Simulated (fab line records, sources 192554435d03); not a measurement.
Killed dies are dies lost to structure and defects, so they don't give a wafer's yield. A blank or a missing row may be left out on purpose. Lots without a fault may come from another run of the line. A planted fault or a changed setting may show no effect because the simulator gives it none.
Which tool did it? | flow n5_finfet | 24 lots, 72 wafers sampled, at 5 steps of a route of 1938

WHAT THE GAUGES READ, wafer by wafer
N5_BEOL_M3_CD_MEAS_11: target cd 17.05 nm. Usual: cd_nm 17.19 nm, standard deviation 0.24.
lot  | measured     | on        | cd_nm (nm)        | flag
L074 | day 6 19:35  | cd_sem-03 | 17.10 16.90 17.32 |
L075 | day 7 07:05  | cd_sem-02 | 17.57 17.26 17.29 |
L076 | day 7 18:14  | cd_sem-02 | 17.49 17.44 17.74 |
L077 | day 8 11:17  | cd_sem-02 | 17.27 16.81 17.08 |
L078 | day 8 13:58  | cd_sem-01 | 16.99 17.11 17.19 |
L079 | day 8 20:34  | cd_sem-01 | 16.60 17.04 17.25 |
L080 | day 8 23:09  | cd_sem-03 | 17.13 17.08 17.20 |
L082 | day 9 02:39  | cd_sem-03 | 17.51 16.81 16.93 |
L081 | day 9 03:46  | cd_sem-01 | 16.92 17.26 16.94 |
L085 | day 9 19:07  | cd_sem-01 | 17.24 17.18 17.57 |
L083 | day 9 19:53  | cd_sem-01 | 17.33 17.18 17.24 |
L084 | day 9 20:31  | cd_sem-03 | 16.81 16.86 17.56 |
L086 | day 10 07:10 | cd_sem-02 | 16.89 16.81 17.10 |
L088 | day 10 07:24 | cd_sem-02 | 17.35 17.39 17.22 |
L087 | day 10 08:30 | cd_sem-01 | 17.49 17.25 17.01 |
L089 | day 10 17:20 | cd_sem-02 | 17.29 16.94 17.16 |
L090 | day 11 09:53 | cd_sem-02 | 17.43 17.21 17.21 |
L091 | day 11 13:02 | cd_sem-01 | 17.49 17.02 17.43 |
L093 | day 11 15:50 | cd_sem-01 | 17.38 17.22 17.60 |
L092 | day 12 01:08 | cd_sem-02 | 17.38 17.24 17.16 |
L094 | day 12 04:35 | cd_sem-02 | 17.04 16.98 17.44 |
L095 | day 12 16:55 | cd_sem-03 | 16.95 17.28 17.20 |
L096 | day 12 19:16 | cd_sem-01 | 17.38 17.18 17.46 |
L097 | day 12 22:15 | cd_sem-03 | 17.16 17.16 17.23 |

N5_BEOL_M3_INSPECT_30: inspects for defects (brightfield). Usual: raw_defect_count 384, standard deviation 83.
lot  | measured     | on                | raw_defect_count | flag
L074 | day 6 20:33  | defect_inspect-01 | 383 292 483      |
L075 | day 7 08:03  | defect_inspect-01 | 286 327 225      |
L076 | day 7 19:19  | defect_inspect-01 | 450 478 371      |
L077 | day 8 12:19  | defect_inspect-02 | 377 349 430      |
L078 | day 8 14:56  | defect_inspect-02 | 261 235 398      |
L079 | day 8 21:31  | defect_inspect-02 | 364 306 286      |
L080 | day 9 00:10  | defect_inspect-01 | 260 370 309      |
L082 | day 9 03:49  | defect_inspect-01 | 494 368 481      |
L081 | day 9 04:45  | defect_inspect-01 | 430 414 570      |
L085 | day 9 20:12  | defect_inspect-01 | 403 335 363      |
L083 | day 9 20:51  | defect_inspect-01 | 370 217 367      |
L084 | day 9 21:38  | defect_inspect-01 | 365 526 357      |
L086 | day 10 08:08 | defect_inspect-01 | 432 311 300      |
L088 | day 10 08:23 | defect_inspect-01 | 550 473 352      |
L087 | day 10 09:28 | defect_inspect-01 | 448 584 534      |
L089 | day 10 18:26 | defect_inspect-01 | 377 364 391      |
L090 | day 11 11:17 | defect_inspect-02 | 356 375 315      |
L091 | day 11 13:59 | defect_inspect-01 | 233 311 238      |
L093 | day 11 17:04 | defect_inspect-01 | 455 258 345      |
L092 | day 12 02:16 | defect_inspect-01 | 342 407 388      |
L094 | day 12 05:46 | defect_inspect-01 | 446 496 583      |
L095 | day 12 18:01 | defect_inspect-02 | 330 353 352      |
L096 | day 12 20:32 | defect_inspect-02 | 345 483 458      |
L097 | day 12 23:39 | defect_inspect-02 | 402 334 330      |

WHICH TOOL RAN EACH LOT (tool, then ch and the chambers of the sampled wafers, then the start)
lot  | N5_BEOL_M2_SURFACE_TREAT_85  | N5_BEOL_M2_ANNEAL_93         | N5_BEOL_M3_STRIP_19
L074 | pvd_sputter-02, day 6 15:20  | pvd_sputter-02, day 6 17:07  | rie_diel-02 ch 1,2,3, day 6 20:04
L075 | pvd_sputter-03, day 7 03:25  | pvd_sputter-02, day 7 05:04  | rie_diel-04 ch 0,1,3, day 7 07:34
L076 | pvd_sputter-03, day 7 11:46  | pvd_sputter-02, day 7 13:30  | rie_diel-03 ch 0,1,3, day 7 18:43
L077 | pvd_sputter-01, day 8 06:55  | pvd_sputter-01, day 8 08:32  | rie_diel-02 ch 1,3, day 8 11:51
L078 | pvd_sputter-03, day 8 07:32  | pvd_sputter-01, day 8 10:22  | rie_diel-03 ch 0,1,2, day 8 14:27
L079 | pvd_sputter-03, day 8 16:54  | pvd_sputter-01, day 8 18:31  | rie_diel-02 ch 1,2,3, day 8 21:03
L080 | pvd_sputter-02, day 8 18:54  | pvd_sputter-03, day 8 20:36  | rie_diel-02 ch 1,3, day 8 23:42
L082 | pvd_sputter-01, day 8 20:12  | pvd_sputter-03, day 8 22:26  | rie_diel-04 ch 2,3, day 9 03:20
L081 | pvd_sputter-02, day 8 23:13  | pvd_sputter-03, day 9 00:53  | rie_diel-03 ch 2,3, day 9 04:16
L085 | pvd_sputter-01, day 9 13:20  | pvd_sputter-02, day 9 15:02  | rie_diel-04 ch 1,3, day 9 19:36
L083 | pvd_sputter-03, day 9 15:18  | pvd_sputter-01, day 9 17:05  | rie_diel-02 ch 0,2,3, day 9 20:23
L084 | pvd_sputter-03, day 9 16:19  | pvd_sputter-03, day 9 17:56  | rie_diel-04 ch 1,2,3, day 9 21:08
L086 | pvd_sputter-02, day 9 23:05  | pvd_sputter-01, day 10 02:23 | rie_diel-04 ch 0,1, day 10 07:39
L088 | pvd_sputter-03, day 10 01:40 | pvd_sputter-02, day 10 03:19 | rie_diel-04 ch 2,3, day 10 07:55
L087 | pvd_sputter-02, day 10 04:17 | pvd_sputter-01, day 10 06:03 | rie_diel-04 ch 0,1,2, day 10 08:59
L089 | pvd_sputter-01, day 10 12:55 | pvd_sputter-02, day 10 14:39 | rie_diel-04 ch 0,2,3, day 10 17:50
L090 | pvd_sputter-01, day 11 03:57 | pvd_sputter-01, day 11 05:34 | rie_diel-02 ch 0,1, day 11 10:49
L091 | pvd_sputter-03, day 11 07:20 | pvd_sputter-01, day 11 10:27 | rie_diel-04 ch 0,3, day 11 13:30
L093 | pvd_sputter-02, day 11 11:28 | pvd_sputter-01, day 11 13:23 | rie_diel-02 ch 0,1, day 11 16:27
L092 | pvd_sputter-03, day 11 21:26 | pvd_sputter-01, day 11 23:04 | rie_diel-03 ch 2,3, day 12 01:44
L094 | pvd_sputter-03, day 12 00:32 | pvd_sputter-03, day 12 02:15 | rie_diel-03 ch 1,2, day 12 05:17
L095 | pvd_sputter-02, day 12 12:28 | pvd_sputter-03, day 12 14:11 | rie_diel-03 ch 0,1,3, day 12 17:25
L096 | pvd_sputter-01, day 12 14:04 | pvd_sputter-03, day 12 16:01 | rie_diel-04 ch 1,2, day 12 19:55
L097 | pvd_sputter-02, day 12 16:23 | pvd_sputter-03, day 12 18:16 | rie_diel-03 ch 1,2,3, day 12 23:10
- N5_BEOL_M2_SURFACE_TREAT_85
- N5_BEOL_M2_ANNEAL_93: time 240 s.
- N5_BEOL_M3_STRIP_19: strips in O2.

WHAT THE TOOLS THEMSELVES READ (means of the sampled wafers that have a number; where no wafer has one, the mark that the record gives instead)
N5_BEOL_M2_ANNEAL_93. Usual: heater_power_w 848 W, standard deviation 69; susceptor_temp_C_max 400.87, standard deviation 0.28.
lot  | tool           | heater_power_w (W) | susceptor_temp_C_max | flag
L074 | pvd_sputter-02 | 924                | 400.79               |
L075 | pvd_sputter-02 | 851                | 400.97               |
L076 | pvd_sputter-02 | 870                | 400.87               |
L077 | pvd_sputter-01 | 810                | 400.86               |
L078 | pvd_sputter-01 | 816                | 401.01               |
L079 | pvd_sputter-01 | 806                | 400.85               |
L080 | pvd_sputter-03 | 837                | 400.80               |
L082 | pvd_sputter-03 | 825                | 401.08               |
L081 | pvd_sputter-03 | 846                | 400.69               |
L085 | pvd_sputter-02 | 866                | 400.79               |
L083 | pvd_sputter-01 | 849                | 400.84               |
L084 | pvd_sputter-03 | 841                | 400.81               |
L086 | pvd_sputter-01 | 859                | 400.99               |
L088 | pvd_sputter-02 | 920                | 400.61               |
L087 | pvd_sputter-01 | 832                | 401.05               |
L089 | pvd_sputter-02 | 911                | 400.75               |
L090 | pvd_sputter-01 | 888                | 400.58               |
L091 | pvd_sputter-01 | 751                | 400.84               |
L093 | pvd_sputter-01 | 846                | 400.94               |
L092 | pvd_sputter-01 | 789                | 400.92               |
L094 | pvd_sputter-03 | 854                | 400.78               |
L095 | pvd_sputter-03 | 902                | 400.98               |
L096 | pvd_sputter-03 | 869                | 401.30               |
L097 | pvd_sputter-03 | 860                | 400.96               |

N5_BEOL_M3_STRIP_19. Usual: drypump_motor_current_A 5.8 A, standard deviation 0.41; oes_product_au 0.76 a.u., standard deviation 0.078; rf_vpp_V 3.6 V, standard deviation 0.46; showerhead_plenum_p_Torr 2.09 Torr, standard deviation 0.081; throttle_valve_pct 16.70 %, standard deviation 0.21.
lot  | tool        | drypump_motor_current_A (A) | oes_product_au (a.u.) | rf_vpp_V (V) | showerhead_plenum_p_Torr (Torr) | throttle_valve_pct (%) | flag
L074 | rie_diel-02 | 5.7                         | 0.73                  | 3.7          | 2.05                            | 16.84                  |
L075 | rie_diel-04 | 5.7                         | 0.75                  | 3.7          | 2.13                            | 16.79                  |
L076 | rie_diel-03 | 5.7                         | 0.78                  | 3.9          | 2.10                            | 16.49                  |
L077 | rie_diel-02 | 5.4                         | 0.71                  | 3.4          | 2.02                            | 16.95                  |
L078 | rie_diel-03 | 5.9                         | 0.80                  | 3.5          | 2.04                            | 16.50                  |
L079 | rie_diel-02 | 5.7                         | 0.72                  | 3.8          | 2.05                            | 16.87                  |
L080 | rie_diel-02 | 5.4                         | 0.71                  | 3.5          | 2.02                            | 16.95                  |
L082 | rie_diel-04 | 6.1                         | 0.83                  | 3.4          | 2.18                            | 16.67                  |
L081 | rie_diel-03 | 5.7                         | 0.72                  | 3.4          | 2.11                            | 16.72                  |
L085 | rie_diel-04 | 5.6                         | 0.73                  | 3.6          | 2.19                            | 16.84                  |
L083 | rie_diel-02 | 5.5                         | 0.81                  | 3.4          | 2.08                            | 16.80                  |
L084 | rie_diel-04 | 5.8                         | 0.75                  | 3.6          | 2.16                            | 16.75                  |
L086 | rie_diel-04 | 5.3                         | 0.67                  | 3.3          | 2.10                            | 16.88                  |
L088 | rie_diel-04 | 6.1                         | 0.81                  | 3.8          | 2.17                            | 16.70                  |
L087 | rie_diel-04 | 5.5                         | 0.70                  | 3.4          | 2.06                            | 16.78                  |
L089 | rie_diel-04 | 5.9                         | 0.75                  | 3.9          | 2.09                            | 16.72                  |
L090 | rie_diel-02 | 5.9                         | 0.93                  | 3.7          | 2.10                            | 16.33                  |
L091 | rie_diel-04 | 6.0                         | 0.78                  | 3.8          | 2.14                            | 16.80                  |
L093 | rie_diel-02 | 6.1                         | 0.93                  | 3.2          | 2.07                            | 16.27                  |
L092 | rie_diel-03 | 5.8                         | 0.73                  | 3.5          | 2.05                            | 16.76                  |
L094 | rie_diel-03 | 5.8                         | 0.75                  | 3.6          | 2.05                            | 16.57                  |
L095 | rie_diel-03 | 5.7                         | 0.76                  | 3.8          | 2.09                            | 16.55                  |
L096 | rie_diel-04 | 5.4                         | 0.87                  | 3.7          | 2.13                            | 16.50                  |
L097 | rie_diel-03 | 5.7                         | 0.72                  | 3.7          | 2.08                            | 16.68                  |

THE ANSWER, worked out from the rows above alone
Rule: a lot is off if the mean of its wafers that have a number lies more than 3 standard deviations from the usual mean. A lot without any number at a reading at which 4 lots or more have one is off too. The other lots that the step has rows for count as sound. The gauges are gone through in route order, then the tools' own readings, and for those a lot's mean is taken as printed above. The first step at which some lot is off is used, and at that step the reading that is off furthest; a lot without a number counts as furthest.
No lot is off at any reading shown: from this, nothing can be told.

WHAT THE SIMULATOR HAD PUT IN
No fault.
